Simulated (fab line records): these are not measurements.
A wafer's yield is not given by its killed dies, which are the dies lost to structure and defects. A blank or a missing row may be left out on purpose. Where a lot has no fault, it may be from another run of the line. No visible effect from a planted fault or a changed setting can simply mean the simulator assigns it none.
8D (eight disciplines) problem report, filled in by code | flow n5_finfet | the parts of the form that need people (team, actions taken, sign-off) are left out

1. WHAT WENT WRONG
Wafers without a fault read 104 s, standard deviation 6.2; time_to_endpoint_s at N5_STI_FIN_REVEAL_CMP_04 reads a mean of 56 s on 3 wafers belonging to 2 lots. Relative to the usual mean, that is a shift of -7.7 standard deviations.
The step: polishes, stops on Si3N4, t overpolish 4 s, target thk 131.83 nm.
Earliest sighting: wafer L417.3 on cmp-02 at day 5 17:04. At this step, 26 wafers from 10 lots have a number in the record. Rule for "out", or "out of limits": more than 4 standard deviations from the usual mean. The rest of the wafers with a number are treated as sound.

2. WHAT THIS IS AND IS NOT
question                    | is                     | is not
which readings at this step | time_to_endpoint_s     | motor_current_A, overpolish_run_s, platen_rpm
which lots                  | L417, L420             | L404, L407, L414, L415, L423, L424, L425, L426
which wafers of those lots  | L417.3, L420.3, L420.6 | L417.1
read on which tools         | cmp-02                 | cmp-01, cmp-03
when                        | from day 5 17:04       | up to then (13 sound wafers); but 10 sound wafers of L423, L424, L425, L426 came after

3. SUSPECTS, AND WHAT RULES EACH OUT
Counting: a tool at a process step up to the reading stays a suspect if it ran every lot that is out. Sound lots after the first of them don't rule it out here, since some wafers of a struck lot are sound.
- rie_diel-04 at N5_FIN_CUT_CUT_ETCH_26 (etches SiNx in CH3F/O2, target depth 39 nm, time 55.7 s): kept. It ran every lot that is out, first L417 (day 5 11:24).
- cmp-02 at N5_STI_FIN_REVEAL_CMP_04 (polishes, stops on Si3N4, t overpolish 4 s, target thk 131.83 nm): kept. It ran every lot that is out, first L417 (day 5 17:04); its last sound lot up to then is L414 (day 4 23:32). Its own time_to_endpoint_s readings are out on those wafers.
- Within rie_diel-04 at N5_FIN_CUT_CUT_ETCH_26: the wafers that are out ran in chambers 0, 2; their sound lot-mates ran in chamber 1.
The count leaves cmp-02 at N5_STI_FIN_REVEAL_CMP_04 and rie_diel-04 at N5_FIN_CUT_CUT_ETCH_26.

4. THE CAUSE (what the simulator had put in)
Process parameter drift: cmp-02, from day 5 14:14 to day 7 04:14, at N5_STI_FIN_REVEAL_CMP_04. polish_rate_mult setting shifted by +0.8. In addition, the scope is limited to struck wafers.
Counting leaves 2 suspects; this tool is one of them.

5. SEQUENCE OF EFFECTS, ordered by route
One row per reading whose mean, taken over the struck wafers that have a number, lies over 3 standard deviations from the usual. Only readings for which the record gives a usual standard deviation are gone through. hours: the time from each lot's start at the first step in this table that gives one to its start at this step, as a median over the lots. sigmas: the change in usual standard deviations.
hours | step                     | reading            | usual | on struck wafers | change | sigmas
0     | N5_STI_FIN_REVEAL_CMP_04 | time_to_endpoint_s | 104 s | 56               | -48    | -7.7
Its process steps:
- N5_STI_FIN_REVEAL_CMP_04: polishes, stops on Si3N4, t overpolish 4 s, target thk 131.83 nm.
Later measuring or inspecting steps at which every struck wafer that the step has a row for has a number for every such reading, and none has moved that far: N5_STI_FIN_REVEAL_THK_MEAS_05, N5_BEOL_M4_RC_MEAS_101.

6. WHAT WOULD HAVE CAUGHT IT SOONER
In this record no reading fell out of limits until day 5 17:04, 3 hours after the fault had begun at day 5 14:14.
